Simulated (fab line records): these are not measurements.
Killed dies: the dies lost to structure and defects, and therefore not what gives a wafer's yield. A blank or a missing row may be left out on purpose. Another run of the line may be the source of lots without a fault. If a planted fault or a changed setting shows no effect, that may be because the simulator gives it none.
fab line records	flow n5_finfet
[record] lots = 7	wafers = 21
route steps=1938 shown BEOL_M13@1685 BEOL_M14@1753 BEOL_M15@1809 PASSIVATION@1901
start_h: the number of hours between the record's first day and the start of the first shown wafer of the lot	wait_h: how many hours have passed since the lot's step before this one	" same as the row above	L1.1+2: a single row standing in for several wafers	- no value, or no start was given	* or withheld: withheld	< > ~ a bound
route shown NAME@n: names a module that has steps shown in the file, with the first one's number in the route	usual: average and standard deviation across the fault-free wafers	same: alike in all rows	chamber/n: place in a boat	sites: readings site by site	_std_site: standard deviation of those values	_edge_site: the outer-site mean with the inner-site mean subtracted	radius_mm: for every site, how far away it sits from the centre of the wafer	mask NAME#n: copy n	behind: the last tool/chamber to shape the wafer	hold: cause of the lot's hold/its duration in hours/its outcome	device: the n, p or np transistor that did not switch	end of line: the same wafers' tests at the end of the route	step lacking rows: just its recipe	killed: dies lost to structure and defects at the first sort, not the wafer's yield	map: per-die view of a wafer (x killed, . not killed, _ where there is no die)
set.NAME: the setting as run; set.NAME@STEP: as run at that earlier step	model.NAME: the simulator's own value behind a step, which no gauge read
one table per step and one row per wafer, for lots whose settings were changed on purpose
[[steps]]
[step N5_BEOL_M13_EXPOSE_25]
[recipe] mask_id = M13	na = 0.93	source_shape = conventional	sigma_outer = 0.4	polarization = unpolarized	target_cd_nm = 210	dose_mj = 22
lot.wafer	tool	chamber	start_h	wait_h	mask	set.dose_mj
L076.3+5	krf_scanner-02	0	243.33	-	M13#0	22
L076.6	"	0	"	"	M13#0	20.52
L077.1+3+4	krf_scanner-01	0	252.65	-	M13#0	22
L079.2	krf_scanner-02	0	269.28	-	M13#0	22
L079.4+6	"	0	"	"	M13#0	23.32
L080.3+4	krf_scanner-01	0	280.46	-	M13#0	22
L080.6	"	0	"	"	M13#0	21.55
L083.3+4+5	krf_scanner-01	0	293.72	-	M13#0	22
L092.1+4	krf_scanner-02	0	346.41	-	M13#0	22.57
L092.5	"	0	"	"	M13#0	22
L097.4+5	krf_scanner-01	0	393.29	-	M13#0	22
L097.6	"	0	"	"	M13#0	23.37
[step N5_BEOL_M13_PEB_26]
[recipe] peb_temp_c = 130	peb_time_s = 90
[step N5_BEOL_M13_DEVELOP_27]
[recipe] develop_time_s = 45	rinse_liquid = diw	dry = air_spin	dev_temp_c = 21
[step N5_BEOL_M13_HARDBAKE_32]
[recipe] temp_c = 130	time_s = 120
[step N5_BEOL_M13_CD_MEAS_28]
[recipe] target_cd_nm = 209.5	landing_energy_ev = 500	detector = se_inlens
[usual] cd_nm = 210.4/0.83
lot.wafer	tool	chamber	start_h	wait_h	set.dose_mj@BEOL_M13_EXPOSE_25	cd_nm
L076.3	cd_sem-01	0	243.50	-	22	209.2
L076.5	"	0	"	"	22	211.2
L076.6	"	0	"	"	20.52	202.5
L077.1	cd_sem-03	0	252.82	-	22	210.9
L077.3	"	0	"	"	22	210.2
L077.4	"	0	"	"	22	210.6
L079.2	cd_sem-02	0	269.45	-	22	211.3
L079.4	"	0	"	"	23.32	217.6
L079.6	"	0	"	"	23.32	216.3
L080.3	cd_sem-02	0	280.62	-	22	210.1
L080.4	"	0	"	"	22	209.6
L080.6	"	0	"	"	21.55	208.1
L083.3	cd_sem-01	0	293.88	-	22	209.3
L083.4	"	0	"	"	22	209.3
L083.5	"	0	"	"	22	209.1
L092.1	cd_sem-03	0	346.58	-	22.57	213.9
L092.4	"	0	"	"	22.57	213.5
L092.5	"	0	"	"	22	210.3
L097.4	cd_sem-01	0	393.45	-	22	211.2
L097.5	"	0	"	"	22	211.1
L097.6	"	0	"	"	23.37	216.5
[step N5_BEOL_M13_DESCUM_33]
[recipe] chemistry = O2	time_s = 7.9	source_power_w = 50	bias_power_w = 20	pressure_mtorr = 20	rf_frequency_hz = 2.712e+07	temp_c = 40	o2_flow_sccm = 225
lot.wafer	tool	chamber	start_h	wait_h	set.spin_rpm@BEOL_M13_COAT_22	set.dose_mj@BEOL_M13_EXPOSE_25	model.coat_of_BEOL_M13_COAT_22.thk_nm	model.BEOL_M13.cd_nm
L076.3	rie_diel-02	3	243.58	0.0	2888	22	282.6	209.6
L076.5	"	1	"	"	3058	22	275	211
L076.6	"	2	"	"	2888	20.52	283.4	202.6
L077.1	rie_diel-02	1	252.91	0.0	2888	22	283	210.8
L077.3	"	2	"	"	2888	22	283.6	209.8
L077.4	"	0	"	"	2888	22	283.8	210.6
L079.2	rie_diel-01	3	269.59	0.1	2888	22	284.4	211.4
L079.4	"	0	"	"	2888	23.32	283.2	217.8
L079.6	"	0	"	"	3193	23.32	268.4	216.2
L080.3	rie_diel-01	0	280.79	0.1	2888	22	283.8	210.2
L080.4	"	3	"	"	2579	22	301.8	209.4
L080.6	"	1	"	"	2579	21.55	302.4	208
L083.3	rie_diel-05	0	293.97	0.0	2888	22	282.8	209.4
L083.4	"	2	"	"	2888	22	281.8	209.4
L083.5	"	0	"	"	2888	22	283	209
L092.1	rie_diel-01	0	346.67	0.0	2621	22.57	298.2	213.8
L092.4	"	1	"	"	2621	22.57	298.4	213.8
L092.5	"	3	"	"	2621	22	298	210.6
L097.4	rie_diel-02	1	394.03	0.5	2888	22	283.6	211.2
L097.5	"	1	"	"	2888	22	284.4	211.4
L097.6	"	2	"	"	2757	23.37	290.4	216.6
[step N5_BEOL_M13_ETCH_67]
[recipe] chemistry = CF4	target = SiARC	target_depth_a = 1430	time_s = 238.3	ion_energy_ev = 80	pressure_mtorr = 40	source_w = 545	bias_w = 36	Ar_flow_sccm = 100	cf4_flow_sccm = 100	ends = cleared
[step N5_BEOL_M13_ETCH_68]
[recipe] chemistry = N2/H2	target = SOC	mask_material = SiARC	source_w = 3000	bias_w = 350	temp_c = 40	time_s = 355	ion_energy_ev = 200	pressure_mtorr = 30	n2_flow_sccm = 200	h2_flow_sccm = 200
[step N5_BEOL_M13_STRIP_37]
[recipe] chemistry = N2/H2	power_w = 1000	temp_c = 250	h2_frac = 0.65	overash_fraction = 0.3	pressure_mtorr = withheld	n2_flow_sccm = 1750	h2_flow_sccm = 3250
[step N5_BEOL_M13_ETCH_38]
[recipe] chemistry = CF4/N2	target = SiCN	target_depth_a = 675	taper_deg = 2	time_s = 71.9	ion_energy_ev = 150	mask_material = SiO2	pressure_mtorr = 40	source_w = 430	bias_w = 70	Ar_flow_sccm = 100	cf4_flow_sccm = 60	n2_flow_sccm = 60
lot.wafer	tool	chamber	start_h	wait_h	set.dose_mj@BEOL_M13_EXPOSE_25	model.BEOL_M13.cd_nm
L076.3	rie_diel-05	1	245.82	-	22	210.6
L076.5	"	2	"	"	22	213
L076.6	"	3	"	"	20.52	204.4
L077.1+4	rie_diel-01	3,1	254.09	-	22	211.8
L077.3	"	2	"	"	22	211.4
L079.2	rie_diel-05	0	272.89	-	22	212.2
L079.4	"	3	"	"	23.32	218.4
L079.6	"	3	"	"	23.32	217.2
L080.3+4	rie_diel-01	2,0	282.10	-	22	210.8
L080.6	"	3	"	"	21.55	209
L083.3	rie_diel-02	3	299.67	-	22	211.2
L083.4	"	1	"	"	22	210.2
L083.5	"	1	"	"	22	211
L092.1	rie_diel-05	0	350.15	-	22.57	213.4
L092.4	"	1	"	"	22.57	214.4
L092.5	"	2	"	"	22	209.6
L097.4	rie_diel-01	1	399.76	-	22	211.2
L097.5	"	1	"	"	22	212.2
L097.6	"	0	"	"	23.37	218.2
[step N5_BEOL_M14_TRENCH_ETCH_34]
[recipe] chemistry = C4F8/O2/Ar	target = SiO2	target_depth_a = 5566.5	mask_material = SOC	he_inner_torr = 15	he_outer_torr = 30	time_s = 126.9	ion_energy_ev = 800	pressure_mtorr = 20	source_w = 1905	bias_w = 2040	Ar_flow_sccm = 400	C4F8_flow_sccm = 16	O2_flow_sccm = 12
lot.wafer	tool	chamber	start_h	wait_h	set.time_s	model.etch.depth_nm
L076.3	rie_diel-03	0	249.61	0.0	126.9	549.4
L076.5	"	0	"	"	126.9	549.9
L076.6	"	1	"	"	126.9	542.9
L077.1	rie_diel-04	2	258.05	0.0	142.9	630.2
L077.3	"	3	"	"	126.9	566.6
L077.4	"	1	"	"	126.9	568.4
L079.2	rie_diel-06	0	277.15	0.0	126.9	545
L079.4	"	2	"	"	126.9	556.7
L079.6	"	1	"	"	126.9	563
L080.3	rie_diel-04	3	286.03	0.0	103.5	463.5
L080.4	"	1	"	"	103.5	457.9
L080.6	"	3	"	"	103.5	463.7
L083.3	rie_diel-04	1	303.50	0.0	126.9	561.8
L083.4	"	2	"	"	126.9	551.7
L083.5	"	1	"	"	126.9	559.9
L092.1	rie_diel-04	1	353.99	0.0	126.9	560.4
L092.4	"	3	"	"	106.6	474.3
L092.5	"	0	"	"	106.6	469
L097.4	rie_diel-06	3	405.86	0.0	126.9	575.9
L097.5	"	1	"	"	126.9	565.7
L097.6	"	0	"	"	126.9	566.5
[step N5_BEOL_M14_STRIP_70]
[recipe] chemistry = C4F8/O2/Ar	resist = SiARC	rf_frequency_hz = 6e+07
[step N5_BEOL_M14_OCD_MEAS_35]
[usual] trench_depth_nm = 557/8.6
lot.wafer	tool	chamber	start_h	wait_h	set.time_s@BEOL_M14_TRENCH_ETCH_34	trench_depth_nm
L076.3	ocd-02	-	249.77	0.0	126.9	549
L076.5	"	-	"	"	126.9	550
L076.6	"	-	"	"	126.9	543
L077.1	ocd-01	-	258.21	0.0	142.9	630
L077.3	"	-	"	"	126.9	567
L077.4	"	-	"	"	126.9	568
L079.2	ocd-01	-	277.31	0.0	126.9	545
L079.4	"	-	"	"	126.9	557
L079.6	"	-	"	"	126.9	563
L080.3	ocd-02	-	286.19	0.0	103.5	463
L080.4	"	-	"	"	103.5	458
L080.6	"	-	"	"	103.5	464
L083.3	ocd-01	-	303.66	0.0	126.9	562
L083.4	"	-	"	"	126.9	552
L083.5	"	-	"	"	126.9	560
L092.1	ocd-02	-	354.14	0.0	126.9	560
L092.4	"	-	"	"	106.6	474
L092.5	"	-	"	"	106.6	468
L097.4	ocd-01	-	406.02	0.0	126.9	576
L097.5	"	-	"	"	126.9	565
L097.6	"	-	"	"	126.9	567
[step N5_BEOL_M14_STRIP_37]
[recipe] chemistry = O2	power_w = 600	temp_c = 60	pressure_mtorr = 30	rf_frequency_hz = 6e+07	bias_power_w = 0	overash_fraction = 0.3	o2_flow_sccm = 225
[step N5_BEOL_M14_ETCH_38]
[recipe] chemistry = CF4/N2	target = SiCN	target_depth_a = 1065	taper_deg = 2	time_s = 120.6	ion_energy_ev = 150	mask_material = SiO2	pressure_mtorr = 40	source_w = 430	bias_w = 70	Ar_flow_sccm = 100	cf4_flow_sccm = 60	n2_flow_sccm = 60
[step N5_BEOL_M14_ECD_47]
[recipe] material = Cu	target_thk_a = 12480
[step N5_BEOL_M14_ANNEAL_48]
[recipe] temp_c = 225	time_s = 90	ambient = N2
[step N5_BEOL_M14_CMP_49]
[recipe] stop_on = SiO2	t_overpolish_s = 5.2	down_force_psi = 2	platen_rpm = 80	clearing_platen_down_force_psi = 2	clearing_platen_rpm = 80	post_cmp_clean = cu_alkaline	target_thk_nm = 560	clearing_platen_pad_velocity_m_s = 1.5917	pad_velocity_m_s = 1.5917
lot.wafer	tool	chamber	start_h	wait_h	set.time_s@BEOL_M14_TRENCH_ETCH_34	model.Cu_of_BEOL_M14_ECD_47.thk_nm
L076.3	cmp-03	0	254.81	0.2	126.9	553
L076.6	"	0	"	"	126.9	547
L076.5	"	1	"	"	126.9	552.8
L077.1	cmp-04	1	260.13	0.3	142.9	634.6
L077.3	"	3	"	"	126.9	569.4
L077.4	"	0	"	"	126.9	571.4
L079.2	cmp-04	2	279.53	0.2	126.9	546.6
L079.4	"	1	"	"	126.9	557.8
L079.6	"	3	"	"	126.9	564.2
L080.3	cmp-01	3	289.20	0.2	103.5	469.6
L080.4	"	2	"	"	103.5	463.2
L080.6	"	0	"	"	103.5	468.2
L083.4	cmp-01	3	306.94	0.2	126.9	557.2
L083.3	"	0	"	"	126.9	564.8
L083.5	"	3	"	"	126.9	565
L092.4	cmp-03	1	358.35	0.1	106.6	476.6
L092.1	"	3	"	"	126.9	564.6
L092.5	"	1	"	"	106.6	472.8
L097.4	cmp-01	2	409.41	0.2	126.9	580.4
L097.5	"	0	"	"	126.9	568.8
L097.6	"	1	"	"	126.9	570.8
[step N5_BEOL_M14_THK_MEAS_50]
[recipe] thk_meas_gauge = xrf	reads = Cu_of_BEOL_M14_ECD_47
[usual] M14_THK = 552/11
lot.wafer	tool	chamber	start_h	wait_h	set.time_s@BEOL_M14_TRENCH_ETCH_34	M14_THK[nm]
L076.3	film_metro-02	-	255.10	-	126.9	546
L076.5	"	-	"	"	126.9	548
L076.6	"	-	"	"	126.9	541
L077.1	film_metro-02	-	260.43	-	142.9	631
L077.3	"	-	"	"	126.9	567
L077.4	"	-	"	"	126.9	569
L079.2	film_metro-01	-	279.82	-	126.9	525
L079.4	"	-	"	"	126.9	538
L079.6	"	-	"	"	126.9	541
L080.3	film_metro-02	-	289.49	-	103.5	465
L080.4	"	-	"	"	103.5	461
L080.6	"	-	"	"	103.5	464
L083.3	film_metro-02	-	307.20	-	126.9	561
L083.4	"	-	"	"	126.9	558
L083.5	"	-	"	"	126.9	563
L092.1	film_metro-01	-	358.65	-	126.9	550
L092.4	"	-	"	"	106.6	464
L092.5	"	-	"	"	106.6	461
L097.4	film_metro-01	-	409.63	-	126.9	567
L097.5	"	-	"	"	126.9	558
L097.6	"	-	"	"	126.9	559
[step N5_BEOL_M14_PRE_CLEAN_52]
[recipe] gas = NH3	time_s = 15	temp_c = withheld	rf_power_w = 300
[step N5_BEOL_M14_DEP_53]
[recipe] material = SiCN	target_thk_a = 500	temp_c = withheld	precursor = 3MS/NH3	pressure_torr = 3	rf_w = 675	time_s = 17.8
[step N5_BEOL_M14_RS_MEAS_54]
[recipe] thk_meas_gauge = four-point-probe	reads = Cu_of_BEOL_M14_ECD_47+Ta_of_BEOL_M14_SPUTTER_44+TaN_of_BEOL_M14_SPUTTER_43
[usual] M14_RS = 0.0331/0.00053
lot.wafer	tool	chamber	start_h	wait_h	set.time_s@BEOL_M14_TRENCH_ETCH_34	M14_RS[ohm/sq]
L076.3	film_metro-02	-	255.23	0.1	126.9	0.0336
L076.5	"	-	"	"	126.9	0.0336
L076.6	"	-	"	"	126.9	0.0340
L077.1	film_metro-01	-	260.56	0.0	142.9	0.0292
L077.3	"	-	"	"	126.9	0.0326
L077.4	"	-	"	"	126.9	0.0325
L079.2	film_metro-02	-	279.95	0.1	126.9	0.0340
L079.4	"	-	"	"	126.9	0.0333
L079.6	"	-	"	"	126.9	0.0329
L080.3	film_metro-01	-	289.62	0.1	103.5	0.0398
L080.4	"	-	"	"	103.5	0.0403
L080.6	"	-	"	"	103.5	0.0399
L083.3	film_metro-02	-	307.33	0.1	126.9	0.0329
L083.4	"	-	"	"	126.9	0.0333
L083.5	"	-	"	"	126.9	0.0328
L092.1	film_metro-01	-	358.80	0.1	126.9	0.0329
L092.4	"	-	"	"	106.6	0.0392
L092.5	"	-	"	"	106.6	0.0395
L097.4	film_metro-01	-	409.76	0.0	126.9	0.0320
L097.5	"	-	"	"	126.9	0.0327
L097.6	"	-	"	"	126.9	0.0325
[step N5_BEOL_M15_TRENCH_ETCH_34]
[recipe] chemistry = C4F8/O2/Ar	target = SiO2	target_depth_a = 8729.3	he_inner_torr = 15	he_outer_torr = 30	time_s = 199	ion_energy_ev = 800	pressure_mtorr = 20	source_w = 1905	bias_w = 2040	Ar_flow_sccm = 400	C4F8_flow_sccm = 16	O2_flow_sccm = 12
[usual] rf_vpp_V = 2226/16
lot.wafer	tool	chamber	start_h	wait_h	set.bias_w	rf_vpp_V
L076.3	rie_diel-01	1	257.99	0.0	2165	2296
L076.5	"	2	"	"	2040	2258
L076.6	"	1	"	"	2040	2203
L077.1	rie_diel-01	2	263.22	0.0	2040	2259
L077.3	"	3	"	"	1674	1937
L077.4	"	1	"	"	2040	2204
L079.2	rie_diel-01	0	282.39	0.0	2040	2239
L079.4	"	2	"	"	2040	2259
L079.6	"	0	"	"	2040	2239
L080.3	rie_diel-01	0	292.16	0.0	2040	2239
L080.4	"	3	"	"	2040	2227
L080.6	"	1	"	"	2040	2202
L083.3	rie_diel-05	2	309.86	0.0	2040	2246
L083.4	"	3	"	"	2040	2234
L083.5	"	2	"	"	2040	2246
L092.1	rie_diel-05	0	361.36	0.0	1882	2089
L092.4	"	2	"	"	2040	2246
L092.5	"	3	"	"	1882	2109
L097.4	rie_diel-05	2	412.54	0.0	2040	2246
L097.5	"	2	"	"	2040	2247
L097.6	"	1	"	"	2040	2219
[step N5_PASSIVATION_EXPOSE_27]
[recipe] mask_id = PAD	na = 0.55	source_shape = conventional	sigma_outer = 0.8	polarization = unpolarized	defocus_nm = 0	dose_mj = 32.3
lot.wafer	tool	chamber	start_h	wait_h	mask	set.dose_mj
L076.3+5+6	krf_scanner-01	0	271.79	-	PAD#0	32.3
L077.1+3+4	krf_scanner-02	0	276.83	-	PAD#0	32.3
L079.2+4	krf_scanner-01	0	296.75	-	PAD#0	34.25
L079.6	"	0	"	"	PAD#0	32.3
L080.3+4	krf_scanner-01	0	305.65	-	PAD#0	32.3
L080.6	"	0	"	"	PAD#0	30.22
L083.3+4+5	krf_scanner-01	0	322.85	-	PAD#0	32.3
L092.1+4+5	krf_scanner-01	0	376.79	-	PAD#0	32.3
L097.4+6	krf_scanner-01	0	425.92	-	PAD#0	31.02
L097.5	"	0	"	"	PAD#0	32.3
[step N5_PASSIVATION_PEB_28]
[recipe] peb_temp_c = withheld	peb_time_s = *
[step N5_PASSIVATION_DEVELOP_29]
[recipe] develop_time_s = 60	rinse_liquid = diw	dry = air_spin	dev_temp_c = 21
[step N5_PASSIVATION_HARDBAKE_31]
[recipe] temp_c = 130	time_s = 120
[step N5_PASSIVATION_CD_MEAS_30]
[recipe] target_cd_nm = 4000	landing_energy_ev = 500	detector = se_inlens	polarity = opening
[usual] cd_nm = 4000.0/1.6
lot.wafer	tool	chamber	start_h	wait_h	set.dose_mj@PASSIVATION_EXPOSE_27	cd_nm
L076.3	cd_sem-02	0	271.96	-	32.3	3998.6
L076.5	"	0	"	"	32.3	3998.6
L076.6	"	0	"	"	32.3	3998.9
L077.1	cd_sem-01	0	277.00	-	32.3	4003.2
L077.3	"	0	"	"	32.3	4000.1
L077.4	"	0	"	"	32.3	4001.6
L079.2	cd_sem-03	0	296.92	-	34.25	4010.2
L079.4	"	0	"	"	34.25	4010.0
L079.6	"	0	"	"	32.3	4001.2
L080.3	cd_sem-02	0	305.81	-	32.3	4000.2
L080.4	"	0	"	"	32.3	4001.8
L080.6	"	0	"	"	30.22	3990.0
L083.3	cd_sem-03	0	323.01	-	32.3	3999.0
L083.4	"	0	"	"	32.3	4000.5
L083.5	"	0	"	"	32.3	4001.6
L092.1	cd_sem-02	0	376.96	-	32.3	3998.4
L092.4	"	0	"	"	32.3	4001.0
L092.5	"	0	"	"	32.3	3999.2
L097.4	cd_sem-02	0	426.08	-	31.02	3992.4
L097.5	"	0	"	"	32.3	4002.1
L097.6	"	0	"	"	31.02	3994.9
[step N5_PASSIVATION_ETCH_59]
[recipe] chemistry = Cl2/BCl3	target = TaN	target_depth_a = 650	time_s = 34.9	ion_energy_ev = 100	pressure_mtorr = 10	icp_w = 900	bias_w = 100	Cl2_flow_sccm = 60	bcl3_flow_sccm = 30
lot.wafer	tool	chamber	start_h	wait_h	set.time_s	model.etch.depth_nm
L076.3	rie_metal-03	1	272.81	0.2	29.87	55.52
L076.5	"	1	"	"	34.9	64.19
L076.6	"	0	"	"	29.87	55.47
L077.1	rie_metal-01	0	277.58	0.3	34.9	63.86
L077.3	"	0	"	"	29.1	52.93
L077.4	"	1	"	"	29.1	54.42
L079.2	rie_metal-01	1	297.55	0.3	34.9	64.97
L079.4	"	1	"	"	34.9	64.74
L079.6	"	0	"	"	34.9	63.25
L080.3	rie_metal-03	0	306.52	0.2	38.16	71.68
L080.4	"	1	"	"	34.9	64.62
L080.6	"	0	"	"	34.9	65.42
L083.3	rie_metal-03	0	323.62	0.2	34.9	66.07
L083.4	"	1	"	"	34.9	64.73
L083.5	"	0	"	"	34.9	65.69
L092.1	rie_metal-02	1	377.54	0.3	32.36	60.82
L092.4	"	1	"	"	32.36	61.14
L092.5	"	1	"	"	34.9	65.29
L097.4	rie_metal-01	1	426.75	0.2	34.9	65.41
L097.5	"	0	"	"	40.8	75.13
L097.6	"	1	"	"	40.8	76.52
[[key]]
[split] step = N5_BEOL_M13_EXPOSE_25	setting = dose_mj	stated = 22	by = wafer
[response] step = N5_BEOL_M13_CD_MEAS_28	reading = cd_nm	change = +1	per = 1%	r = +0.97
[response] step = N5_BEOL_M13_DESCUM_33	reading = model.BEOL_M13.cd_nm	change = +0.996	per = 1%	r = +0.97
[response] step = N5_BEOL_M13_ETCH_38	reading = model.BEOL_M13.cd_nm	change = +1.06	per = 1%	r = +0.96
[split] step = N5_BEOL_M14_TRENCH_ETCH_34	setting = time_s	stated = 126.9	by = wafer
[response] step = N5_BEOL_M14_TRENCH_ETCH_34	reading = model.etch.depth_nm	change = +5.33	per = 1%	r = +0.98
[response] step = N5_BEOL_M14_OCD_MEAS_35	reading = trench_depth_nm	change = +5.33	per = 1%	r = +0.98
[response] step = N5_BEOL_M14_CMP_49	reading = model.Cu_of_BEOL_M14_ECD_47.thk_nm	change = +5.42	per = 1%	r = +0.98
[response] step = N5_BEOL_M14_THK_MEAS_50	reading = M14_THK	change = +5.29	per = 1%	r = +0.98
[response] step = N5_BEOL_M14_RS_MEAS_54	reading = M14_RS	change = -0.000353	per = 1%	r = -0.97
[split] step = N5_BEOL_M15_TRENCH_ETCH_34	setting = bias_w	stated = 2040	by = wafer
[response] step = N5_BEOL_M15_TRENCH_ETCH_34	reading = rf_vpp_V	change = +16.3	per = 1%	r = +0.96
[split] step = N5_PASSIVATION_EXPOSE_27	setting = dose_mj	stated = 32.3	by = wafer
[response] step = N5_PASSIVATION_CD_MEAS_30	reading = cd_nm	change = +1.69	per = 1%	r = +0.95
[split] step = N5_PASSIVATION_ETCH_59	setting = time_s	stated = 34.9	by = wafer
[response] step = N5_PASSIVATION_ETCH_59	reading = model.etch.depth_nm	change = +0.62	per = 1%	r = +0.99
split outside_this_file step=N5_BEOL_M13_COAT_22 setting=spin_rpm
// split outside_this_file: this setting was split too, and the file shows its column; the key of that split is in another file
